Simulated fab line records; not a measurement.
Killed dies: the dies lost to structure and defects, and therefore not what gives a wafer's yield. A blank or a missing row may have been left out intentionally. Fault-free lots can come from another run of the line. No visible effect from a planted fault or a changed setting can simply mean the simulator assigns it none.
Struck lot and sound lot, side by side | flow n5Finfet | 20 steps out of a route of 1938
Sound: wafers L805.1, L805.3, L805.5. Struck: wafers L803.1, L803.3, L803.4. At the end, the cause is stated.
Per side, at each step with rows, come the tool, then ch with its chambers, and then its first start. Under that, the readings that differ: sound wafers | struck wafers | difference of the means | sigmas: that difference in standard deviations of wafers without a fault.
alike: words and numbers the same on both sides, and readings whose means are apart by under 2 such deviations; not compared: readings that were withheld, readings missing a value for some wafer, numbers with overlapping values and no deviation given by the record, and bounds like >300 which may hide the same value.
Wherever a step has rows on one side only, a row that says differs or no value, or a row with sigmas, the two part there. Numbers that don't overlap but have no deviation are shown without sigmas and don't part them. A reading that every wafer of one side lacks parts them only if that side has two wafers or more.

first, 9 steps without rows for these wafers: N5_FIN_SAQP_EXPOSE_13 (exposes mask FIN CORE, target cd 35.6 nm); N5_FIN_SAQP_PEB_14 (peb time 60 s); N5_FIN_SAQP_DEVELOP_15 (develop time 30 s); N5_FIN_SAQP_DESCUM_21 (chemistry O2, time 7.9 s); N5_FIN_SAQP_ETCH_51 (etches SiARC in CF4, target depth 45.5 nm, time 75.8 s); N5_FIN_SAQP_ETCH_52 (etches SOC in N2/H2, target depth 100 nm, overetch 20 nm, time 150 s); N5_FIN_SAQP_STRIP_53 (strips in N2/H2); N5_FIN_SAQP_HM_OPEN_73 (chemistry CHF3/O2, target SiO2, stops on a-Si, target depth 12 nm, time 16.8 s); N5_FIN_SAQP_STRIP_74 (strips in CHF3/O2).
N5_FIN_SAQP_MANDREL_ETCH_22: etches a-Si in HBr/Cl2, stops on SiNx, target depth 60 nm, bt time 10 s, time 30 s.
  sound on rieSi-03 ch 0,3, day 4 23:53; struck on rieSi-02 ch 0,2,3, day 4 10:46
reading                                    | sound             | struck                  | difference | sigmas
oesProductAu (a.u.)                        | 0.781 0.743 0.756 | 0.642 0.631 0.651       | -0.119     | -8
overEtchFrac                               | 0.5 0.5 0.5       | 0.96404 0.96404 0.96404 | +0.46404   | 
model.SOC_of_FIN_SAQP_COAT_49.thkNm (nm)   | 76.36 76.56 76.91 | 70.11 69.06 70.47       | -6.73      | 
model.SiNx_of_FIN_SAQP_PECVD_48.thkNm (nm) | 25.16 25.14 24.98 | 21.78 20.95 21.48       | -3.69      | 
  alike: drypumpMotorCurrentA, throttleValvePct
  not compared: rfHoursCounterH
then, 7 steps without rows for these wafers: N5_FIN_SAQP_STRIP_55 (strips in N2/H2); N5_FIN_SAQP_STRIP_23 (strips in SPM, time 750 s); N5_FIN_SAQP_SRD_66 (time 30 s); N5_FIN_SAQP_RECESS_75 (chemistry HF/NH3, target SiO2, target depth 14.4 nm, afs cycles 3, sublimation time 60 s); N5_FIN_SAQP_SPACER1_ALD_24 (deposits SiO2, target thk 20.3 nm, pulse time 1 s, purge time 2 s); N5_FIN_SAQP_SPACER1_ETCHBACK_25 (etches SiO2 in CHF3/O2, target depth 24.4 nm, time 12.2 s); N5_FIN_SAQP_MANDREL1_REMOVE_56 (chemistry HBr/Cl2/O2, target a-Si, stops on SiNx, bt time 10 s).
N5_FIN_SAQP_ETCH_57: etches SiNx in CH3F/O2, target depth 32.5 nm, time 46.4 s.
  sound on rieDiel-06 ch 0,1,3, day 5 02:08; struck on rieDiel-01 ch 1,2,3, day 4 12:47
reading                 | sound             | struck            | difference | sigmas
etchRfOnTimeS (s)       | 47.0 46.5 46.2    | 41.7 39.2 39.2    | -6.5       | -7
model.etch.depthNm (nm) | 25.16 25.14 24.98 | 21.78 20.95 21.48 | -3.69      | 
  alike: drypumpMotorCurrentA, oesProductAu, rfVppV, showerheadPlenumPTorr, throttleValvePct
  not compared: rfHoursCounterH
then, 1 step without rows for these wafers: N5_FIN_SAQP_ETCH_65 (etches SiO2 in CF4, target depth 4 nm, time 4.4 s).
-- here the record skips 6 days between the struck wafers' starts before and after, leaving off in module FIN_SAQP and picking up in module BEOL_M4 (first step shown: number 1111 of the route) --
N5_BEOL_M4_RC_MEAS_101:
  sound on prober-02 ch 0, day 10 15:01; struck on prober-01 ch 0, day 10 07:11
  alike: DIBL_N, DIBL_P, IOFF_N, IOFF_P, ION_N, ION_P, SS_N, SS_P, VT_N, VT_P

## WHERE THEY PART
First at N5_FIN_SAQP_MANDREL_ETCH_22; last, within this record, at N5_FIN_SAQP_ETCH_57. Later steps at which nothing parts them and some readings are alike: N5_BEOL_M4_RC_MEAS_101.

WHY: whatever the simulator had introduced
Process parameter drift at N5_FIN_SAQP_MANDREL_ETCH_22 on rieSi-02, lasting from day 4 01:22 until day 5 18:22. Setting overEtchFrac shifted by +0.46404 from 0.5. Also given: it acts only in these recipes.
